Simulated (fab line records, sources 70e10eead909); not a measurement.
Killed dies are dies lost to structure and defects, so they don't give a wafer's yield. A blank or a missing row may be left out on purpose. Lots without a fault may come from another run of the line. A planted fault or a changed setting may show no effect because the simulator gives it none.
Which tool did it? | flow nand_harc | 11 lots, 33 wafers sampled, at 5 steps of a route of 1302

WHAT THE GAUGES READ, wafer by wafer
NHARC_A_CHANNEL_HOLE_D2_INSPECT_40.
lot  | measured     | on                | raw_defect_count
L664 | day 13 17:02 | defect_inspect-02 | 210 277 199
L665 | day 14 13:43 | defect_inspect-01 | 405 276 265
L669 | day 16 09:43 | defect_inspect-02 | 1686 1515 1488
L670 | day 16 17:49 | defect_inspect-02 | 1570 1683 1559
L677 | day 19 04:13 | defect_inspect-02 | 394 325 355
L678 | day 19 20:02 | defect_inspect-01 | 145 137 210
L680 | day 20 10:34 | defect_inspect-01 | 368 250 289
L682 | day 21 13:51 | defect_inspect-01 | 341 294 410
L683 | day 21 14:44 | defect_inspect-02 | 284 250 350
L684 | day 22 23:19 | defect_inspect-02 | 153 276 299
L686 | day 23 08:14 | defect_inspect-02 | 343 263 483

WHICH TOOL RAN EACH LOT (tool, then ch and the chambers of the sampled wafers, then the start)
lot  | NHARC_A_CHANNEL_HOLE_D2_DESCUM_15  | NHARC_A_CHANNEL_HOLE_D2_ETCH_16               | NHARC_A_CHANNEL_HOLE_D2_ETCH_22  | NHARC_A_CHANNEL_HOLE_D2_ETCH_23
L664 | rie_diel-09 ch 0,1,3, day 13 08:44 | rie_diel-09 ch 1,2,3, day 13 12:17 or earlier | har_etch-02 ch 0,1, day 13 12:17 | har_etch-02 ch 0,1, day 13 12:52
L665 | rie_diel-09 ch 1,2,3, day 14 06:05 | rie_diel-09 ch 0,1,3, day 14 08:14 or earlier | har_etch-02 ch 0,1, day 14 08:14 | har_etch-02 ch 0,1, day 14 08:49
L669 | rie_diel-09 ch 1,3, day 16 02:50   | rie_diel-09 ch 1,2,3, day 16 04:59 or earlier | har_etch-02 ch 1, day 16 04:59   | har_etch-02 ch 1, day 16 05:34
L670 | rie_diel-06 ch 1,3, day 16 09:22   | rie_diel-06 ch 1,3, day 16 12:55 or earlier   | har_etch-02 ch 0,1, day 16 12:55 | har_etch-02 ch 0,1, day 16 13:30
L677 | rie_diel-09 ch 1,2, day 18 21:02   | rie_diel-09 ch 1,2, day 18 23:23 or earlier   | har_etch-01 ch 0,1, day 18 23:23 | har_etch-01 ch 0,1, day 18 23:58
L678 | rie_diel-02 ch 0,1,2, day 19 13:11 | rie_diel-02 ch 0,3, day 19 15:12 or earlier   | har_etch-02 ch 1, day 19 15:12   | har_etch-02 ch 1, day 19 15:46
L680 | rie_diel-02 ch 1,2,3, day 20 03:32 | rie_diel-02 ch 2,3, day 20 05:40 or earlier   | har_etch-02 ch 0,1, day 20 05:40 | har_etch-02 ch 0,1, day 20 06:16
L682 | rie_diel-02 ch 0,1,2, day 21 06:57 | rie_diel-02 ch 0,1,3, day 21 09:00 or earlier | har_etch-02 ch 0,1, day 21 09:00 | har_etch-02 ch 0,1, day 21 09:34
L683 | rie_diel-09 ch 0,1,3, day 21 07:52 | rie_diel-09 ch 0,3, day 21 10:05 or earlier   | har_etch-01 ch 0,1, day 21 10:05 | har_etch-01 ch 0,1, day 21 10:41
L684 | rie_diel-02 ch 0,1,2, day 22 13:26 | rie_diel-02 ch 0,1,3, day 22 18:29 or earlier | har_etch-02 ch 0,1, day 22 18:29 | har_etch-02 ch 0,1, day 22 19:04
L686 | rie_diel-09 ch 0,1,2, day 23 00:50 | rie_diel-09 ch 2,3, day 23 03:35 or earlier   | har_etch-02 ch 0,1, day 23 03:35 | har_etch-02 ch 0,1, day 23 04:11
- NHARC_A_CHANNEL_HOLE_D2_DESCUM_15: chemistry O2, time 3 s.
- NHARC_A_CHANNEL_HOLE_D2_ETCH_16: etches the open film in O2/COS, target depth 3100 nm, time 806 s.
- NHARC_A_CHANNEL_HOLE_D2_ETCH_22: etches the open film in C4F8/O2/Ar, time 666.7 s, target depth 1600 nm.
- NHARC_A_CHANNEL_HOLE_D2_ETCH_23: etches the open film in C4F8/O2/Ar, time 819 s, target depth 1600 nm.

THE ANSWER, worked out from the rows above alone
Rule: what is usual is taken from the lots themselves. Put in order of their means at a reading, lots are off if they are a third of the lots or fewer, leave a main group of 4 or more, and stand apart from it by a gap of 3 or more times the standard deviation of the main group's means; of several such gaps the widest counts. A main group whose means are all the same, to the digits that the tables above print for the reading, isn't used. A lot without any number at a reading at which 4 lots or more have one is off too. The other lots that the step has rows for count as sound.
Off: L669, L670, at NHARC_A_CHANNEL_HOLE_D2_INSPECT_40 (raw_defect_count). The main group: mean 291, standard deviation 63.
A tool fits if, at a process step before that reading, it ran every lot that is off, and no sound lot after the first of them. The gauges at NHARC_A_CHANNEL_HOLE_D2_INSPECT_40 are tried like those tools. NHARC_A_CHANNEL_HOLE_D2_ETCH_16 gives no start for some lots, so the hours and the order of its lots are those of NHARC_A_CHANNEL_HOLE_D2_ETCH_22. None of those tried fits.

WHAT THE SIMULATOR HAD PUT IN
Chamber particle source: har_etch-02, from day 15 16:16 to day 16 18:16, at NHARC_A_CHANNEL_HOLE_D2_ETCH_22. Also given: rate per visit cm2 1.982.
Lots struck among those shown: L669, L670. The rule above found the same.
